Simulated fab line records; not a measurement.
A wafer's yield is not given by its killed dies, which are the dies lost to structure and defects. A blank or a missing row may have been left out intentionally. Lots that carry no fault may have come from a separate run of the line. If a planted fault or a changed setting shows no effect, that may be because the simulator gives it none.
Lot-split experiment / flow n5Finfet / route with 1938 steps; 7 lots, 39 wafers read

== ON THE SPLIT ==
At N5_HKMG_FIN_ETCH_31 (etches SiARC in CF4, target depth 45.5 nm, time 75.8 s), the setting biasW was moved away from the recipe's 36 W on 12 of the 39 wafers read, by -16.5% to +11.5%. The other wafers ran this setting at the recipe's value.

Reading taken at the split's own step.

== THE READING ==
rfVppV, in V, at N5_HKMG_FIN_ETCH_31 (etches SiARC in CF4, target depth 45.5 nm, time 75.8 s). A value of 184.0 V with a standard deviation of 1.4 V is what fault-free wafers of this fab line usually give.

wafer=L084.1; tool, chamber at the split=rieDiel-05, 3; biasW as run, W=36; against the recipe=recipe; rfVppV, V=183.8; against lot-mates on the recipe=-
wafer=L084.2; tool, chamber at the split=rieDiel-05, 2; biasW as run, W=31.39; against the recipe=-12.8%; rfVppV, V=168.1; against lot-mates on the recipe=-16.5
wafer=L084.3; tool, chamber at the split=rieDiel-05, 1; biasW as run, W=36; against the recipe=recipe; rfVppV, V=185.4; against lot-mates on the recipe=-
wafer=L084.4; tool, chamber at the split=rieDiel-05, 2; biasW as run, W=31.39; against the recipe=-12.8%; rfVppV, V=167.2; against lot-mates on the recipe=-17.4
wafer=L084.5; tool, chamber at the split=rieDiel-05, 1; biasW as run, W=31.39; against the recipe=-12.8%; rfVppV, V=170.7; against lot-mates on the recipe=-13.9
wafer=L084.6; tool, chamber at the split=rieDiel-05, 3; biasW as run, W=36; against the recipe=recipe; rfVppV, V=184.5; against lot-mates on the recipe=-
wafer=L087.1; tool, chamber at the split=rieDiel-04, 1; biasW as run, W=33.14; against the recipe=-7.9%; rfVppV, V=175.2; against lot-mates on the recipe=-8.7
wafer=L087.2; tool, chamber at the split=rieDiel-04, 3; biasW as run, W=36; against the recipe=recipe; rfVppV, V=183.2; against lot-mates on the recipe=-
wafer=L087.3; tool, chamber at the split=rieDiel-04, 2; biasW as run, W=36; against the recipe=recipe; rfVppV, V=183.3; against lot-mates on the recipe=-
wafer=L087.4; tool, chamber at the split=rieDiel-04, 0; biasW as run, W=33.14; against the recipe=-7.9%; rfVppV, V=175.4; against lot-mates on the recipe=-8.5
wafer=L087.5; tool, chamber at the split=rieDiel-04, 0; biasW as run, W=33.14; against the recipe=-7.9%; rfVppV, V=175.5; against lot-mates on the recipe=-8.4
wafer=L087.6; tool, chamber at the split=rieDiel-04, 1; biasW as run, W=36; against the recipe=recipe; rfVppV, V=185.2; against lot-mates on the recipe=-
wafer=L088.1; tool, chamber at the split=rieDiel-02, 3; biasW as run, W=36; against the recipe=recipe; rfVppV, V=183.7; against lot-mates on the recipe=-
wafer=L088.2; tool, chamber at the split=rieDiel-02, 0; biasW as run, W=36; against the recipe=recipe; rfVppV, V=182.9; against lot-mates on the recipe=-
wafer=L088.3; tool, chamber at the split=rieDiel-02, 1; biasW as run, W=36; against the recipe=recipe; rfVppV, V=184.3; against lot-mates on the recipe=-
wafer=L088.4; tool, chamber at the split=rieDiel-02, 2; biasW as run, W=36; against the recipe=recipe; rfVppV, V=185.1; against lot-mates on the recipe=-
wafer=L088.5; tool, chamber at the split=rieDiel-02, 0; biasW as run, W=36; against the recipe=recipe; rfVppV, V=184.4; against lot-mates on the recipe=-
wafer=L088.6; tool, chamber at the split=rieDiel-02, 1; biasW as run, W=36; against the recipe=recipe; rfVppV, V=184.0; against lot-mates on the recipe=-
wafer=L091.1; tool, chamber at the split=rieDiel-05, 0; biasW as run, W=30.05; against the recipe=-16.5%; rfVppV, V=163.5; against lot-mates on the recipe=-19.1
wafer=L091.2; tool, chamber at the split=rieDiel-05, 3; biasW as run, W=30.05; against the recipe=-16.5%; rfVppV, V=163.0; against lot-mates on the recipe=-19.6
wafer=L091.3; tool, chamber at the split=rieDiel-05, 2; biasW as run, W=36; against the recipe=recipe; rfVppV, V=182.7; against lot-mates on the recipe=-
wafer=L091.4; tool, chamber at the split=rieDiel-05, 1; biasW as run, W=30.05; against the recipe=-16.5%; rfVppV, V=166.1; against lot-mates on the recipe=-16.5
wafer=L091.5; tool, chamber at the split=rieDiel-05, 3; biasW as run, W=36; against the recipe=recipe; rfVppV, V=182.9; against lot-mates on the recipe=-
wafer=L091.6; tool, chamber at the split=rieDiel-05, 2; biasW as run, W=36; against the recipe=recipe; rfVppV, V=182.1; against lot-mates on the recipe=-
wafer=L093.1; tool, chamber at the split=rieDiel-05, 2; biasW as run, W=36; against the recipe=recipe; rfVppV, V=181.2; against lot-mates on the recipe=-
wafer=L093.2; tool, chamber at the split=rieDiel-05, 0; biasW as run, W=36; against the recipe=recipe; rfVppV, V=184.3; against lot-mates on the recipe=-
wafer=L093.3; tool, chamber at the split=rieDiel-05, 1; biasW as run, W=36; against the recipe=recipe; rfVppV, V=184.7; against lot-mates on the recipe=-
wafer=L093.4; tool, chamber at the split=rieDiel-05, 3; biasW as run, W=36; against the recipe=recipe; rfVppV, V=182.5; against lot-mates on the recipe=-
wafer=L093.5; tool, chamber at the split=rieDiel-05, 0; biasW as run, W=36; against the recipe=recipe; rfVppV, V=183.4; against lot-mates on the recipe=-
wafer=L093.6; tool, chamber at the split=rieDiel-05, 3; biasW as run, W=36; against the recipe=recipe; rfVppV, V=184.0; against lot-mates on the recipe=-
wafer=L094.1; tool, chamber at the split=rieDiel-02, 2; biasW as run, W=36; against the recipe=recipe; rfVppV, V=183.4; against lot-mates on the recipe=-
wafer=L094.2; tool, chamber at the split=rieDiel-02, 0; biasW as run, W=36; against the recipe=recipe; rfVppV, V=182.1; against lot-mates on the recipe=-
wafer=L094.3; tool, chamber at the split=rieDiel-02, 1; biasW as run, W=40.14; against the recipe=+11.5%; rfVppV, V=197.7; against lot-mates on the recipe=+14.7
wafer=L094.4; tool, chamber at the split=rieDiel-02, 2; biasW as run, W=36; against the recipe=recipe; rfVppV, V=183.5; against lot-mates on the recipe=-
wafer=L094.5; tool, chamber at the split=rieDiel-02, 1; biasW as run, W=40.14; against the recipe=+11.5%; rfVppV, V=198.5; against lot-mates on the recipe=+15.5
wafer=L094.6; tool, chamber at the split=rieDiel-02, 0; biasW as run, W=40.14; against the recipe=+11.5%; rfVppV, V=196.1; against lot-mates on the recipe=+13.1
wafer=L095.2; tool, chamber at the split=rieDiel-05, 2; biasW as run, W=36; against the recipe=recipe; rfVppV, V=182.8; against lot-mates on the recipe=-
wafer=L095.5; tool, chamber at the split=rieDiel-05, 1; biasW as run, W=36; against the recipe=recipe; rfVppV, V=185.3; against lot-mates on the recipe=-
wafer=L095.6; tool, chamber at the split=rieDiel-05, 0; biasW as run, W=36; against the recipe=recipe; rfVppV, V=183.5; against lot-mates on the recipe=-

THE FIT
A straight line over all 39 wafers: rfVppV changes by +1.17 V for each +1% of biasW; r = +0.99; the points scatter about the line by 1.1 V.
The same after taking each lot's own level away (the mean of its wafers on the recipe; 39 wafers): +1.18 V for each +1%; r = +0.99; scatter 1.1 V.
That fit puts the effect of the largest move of biasW on the reading at 19 V.
The lots' own levels span 182.57 to 184.57 V, that is 1.4 times the standard deviation above.
The two slopes are in agreement: the lot-to-lot level therefore moves the slope only a little.
Check: with one of the wafers moved furthest among these (-16.5%) left out of the fit, the line predicts -19.4 V for it against its lot-mates. Against them it came out at -19.1 V.
Tool readings at the split's step, against how far the setting was moved: rfVppV r = +0.99.

== FURTHER SPLITS ON THESE WAFERS ==
Note: prior to the reading, these wafers also went through further splits. Each is held against what the fit with the lots' levels taken away leaves over:
other split on the same wafers=N5_DUMMY_GATE_CVD_03 tempC; wafers away from the commonest value=30; r with rfVppV (lot level and that fit taken away)=+0.16
other split on the same wafers=N5_DUMMY_GATE_ETCH_37 sourceW; wafers away from the commonest value=15; r with rfVppV (lot level and that fit taken away)=+0.23
other split on the same wafers=N5_DUMMY_GATE_ETCH_32 timeS; wafers away from the commonest value=15; r with rfVppV (lot level and that fit taken away)=-0.14

== FILE'S OWN FIT ==
rfVppV changes by +1.17 V for each +1% of biasW, r = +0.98.
